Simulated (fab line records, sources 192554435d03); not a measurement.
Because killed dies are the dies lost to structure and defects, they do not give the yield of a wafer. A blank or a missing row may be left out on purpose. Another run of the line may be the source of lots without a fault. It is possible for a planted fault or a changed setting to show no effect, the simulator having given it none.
Chamber matching ; flow n5 finfet ; N5_GATE_CUT_PECVD_57 on pecvd-04: 3 sister chambers
The step deposits SiNx from SiH4/NH3/N2, target thk 21 nm. 6 wafers are shown with their chamber, then 7 later ones without.

WAFERS, EACH WITH ITS CHAMBER
wafer;chamber;showerhead plenum p Torr (Torr);showerhead vpp V (V)
L082.6;2;5.24;1142
L088.6;2;5.23;1126
L089.4;1;5.05;984
L089.6;0;5.00;1081
L093.1;0;5.02;1078
L093.2;1;5.04;993

WAFERS WITH NO CHAMBER GIVEN
wafer;showerhead plenum p Torr (Torr);showerhead vpp V (V)
L093.6;5.04;974
L095.1;5.02;1067
L095.3;5.22;1123
L095.4;5.06;988
L097.2;5.01;1074
L097.3;5.24;1154
L097.5;5.02;1073

EACH ONE'S CHAMBER
wafer;from the rows above;in truth
L093.6;1;1
L095.1;0;0
L095.3;2;2
L095.4;1;1
L097.2;0;0
L097.3;2;2
L097.5;0;0
Correctly placed: 7 of 7. From these rows, 0 cannot be placed. 0 placed wrongly.
How it was worked out, from the rows above alone: a wafer's distance from a chamber is the root of the sum, over the readings, of the square of ((its reading less the chamber's mean) divided by the reading's scatter). If the next closest chamber is less than 2 further off than the closest, the wafer can't be placed; otherwise it belongs to the closest. For every chamber, the mean is computed from those of its wafers that are shown. The scatter: the root of (the sum of the squares of (reading less its chamber's mean) over the shown wafers, divided by (wafers less chambers)).
